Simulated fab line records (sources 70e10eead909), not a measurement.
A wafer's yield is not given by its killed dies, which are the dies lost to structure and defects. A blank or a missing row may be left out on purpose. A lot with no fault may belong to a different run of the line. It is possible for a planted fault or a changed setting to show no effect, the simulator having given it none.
Chamber matching | flow nandHarc | NHARC_P_GATE_STRIP_101 on rieDiel-06 has 4 sister chambers
The step strips in O2, time 20 s. 8 wafers are shown with their chamber, then 10 later ones without.

WAFERS PAIRED WITH THEIR CHAMBERS
wafer  | chamber | drypumpMotorCurrentA (A) | oesProductAu (a.u.)
L081.1 | 2       | 5.0                      | 1.006
L083.4 | 3       | 5.5                      | 0.990
L083.5 | 2       | 5.0                      | 0.997
L085.2 | 0       | 5.5                      | 0.999
L085.3 | 1       | 6.4                      | 0.982
L085.4 | 3       | 5.5                      | 1.007
L087.1 | 0       | 5.4                      | 0.994
L087.2 | 1       | 6.5                      | 0.986

WAFERS MISSING THEIR CHAMBER
wafer  | drypumpMotorCurrentA (A) | oesProductAu (a.u.)
L087.3 | 5.5                      | 0.988
L089.1 | 5.0                      | 0.993
L089.2 | 5.5                      | 1.004
L089.5 | 5.4                      | 0.996
L088.1 | 5.0                      | 0.995
L088.2 | 5.5                      | 1.001
L088.3 | 6.4                      | 0.989
L093.2 | 6.4                      | 0.995
L093.3 | 5.4                      | 1.006
L093.5 | 5.5                      | 0.995

WHICH CHAMBER EACH WENT THROUGH
wafer  | from the rows above     | in truth
L087.3 | can't be placed: 3 or 0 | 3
L089.1 | 2                       | 2
L089.2 | can't be placed: 3 or 0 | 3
L089.5 | can't be placed: 0 or 3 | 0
L088.1 | 2                       | 2
L088.2 | can't be placed: 3 or 0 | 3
L088.3 | 1                       | 1
L093.2 | 1                       | 1
L093.3 | can't be placed: 0 or 3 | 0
L093.5 | can't be placed: 3 or 0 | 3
4 of 10 placed correctly. Cannot be placed on the basis of these rows: 6; the candidates contain the true chamber in 6. 0 placed wrongly.
How it was worked out, from the rows above alone: a wafer's distance from a chamber is the root of the sum, over the readings, of the square of ((its reading less the chamber's mean) divided by the reading's scatter). If the next closest chamber is less than 2 further off than the closest, the wafer can't be placed; otherwise it belongs to the closest. For every chamber, the mean is computed from those of its wafers that are shown. The scatter: take each reading less its chamber's mean, square it, sum over the shown wafers, divide by the number of wafers less the number of chambers, and take the root.
